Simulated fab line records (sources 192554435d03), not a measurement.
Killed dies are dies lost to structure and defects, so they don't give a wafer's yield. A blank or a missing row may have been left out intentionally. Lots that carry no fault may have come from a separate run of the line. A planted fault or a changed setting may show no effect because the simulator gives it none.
Matching of chambers || flow n5Finfet || 4 sister chambers for N5_BEOL_M1_ETCH_70 on rieDiel-05
The step etches SOC in N2/H2, target depth 80 nm, overetch 16 nm, time 120 s. 4 wafers are shown with their chamber, then 7 later ones without.

WAFERS, EACH WITH ITS CHAMBER
{"wafer": "L079.1", "chamber": 0, "drypumpMotorCurrentA (A)": 5.51}
{"wafer": "L083.3", "chamber": 2, "drypumpMotorCurrentA (A)": 5.32}
{"wafer": "L088.1", "chamber": 3, "drypumpMotorCurrentA (A)": 5.95}
{"wafer": "L088.3", "chamber": 1, "drypumpMotorCurrentA (A)": 5.79}

WAFERS MISSING THEIR CHAMBER
{"wafer": "L088.4", "drypumpMotorCurrentA (A)": 5.50}
{"wafer": "L093.1", "drypumpMotorCurrentA (A)": 5.98}
{"wafer": "L093.2", "drypumpMotorCurrentA (A)": 5.33}
{"wafer": "L093.5", "drypumpMotorCurrentA (A)": 5.50}
{"wafer": "L096.3", "drypumpMotorCurrentA (A)": 5.80}
{"wafer": "L096.5", "drypumpMotorCurrentA (A)": 5.32}
{"wafer": "L096.6", "drypumpMotorCurrentA (A)": 5.78}

CHAMBER TAKEN BY EACH
{"wafer": "L088.4", "from the rows above": 0, "in truth": 0}
{"wafer": "L093.1", "from the rows above": 3, "in truth": 3}
{"wafer": "L093.2", "from the rows above": 2, "in truth": 2}
{"wafer": "L093.5", "from the rows above": 0, "in truth": 0}
{"wafer": "L096.3", "from the rows above": 1, "in truth": 1}
{"wafer": "L096.5", "from the rows above": 2, "in truth": 2}
{"wafer": "L096.6", "from the rows above": 1, "in truth": 1}
Correctly placed: 7 of 7. Left unplaced by these rows: 0. Placed wrongly: 0.
How it was worked out, from the rows above alone: a wafer's distance from a chamber is the root of the sum, over the readings, of the square of ((its reading less the chamber's mean) divided by the reading's scatter). The wafer belongs to the nearest chamber; if the next one is less than 2 further off, it can't be placed. Each chamber's mean is taken over the wafers shown for it. The scatter: with one shown wafer a chamber, the root of the mean of the squares of how far each hidden wafer lies from its nearest shown one.
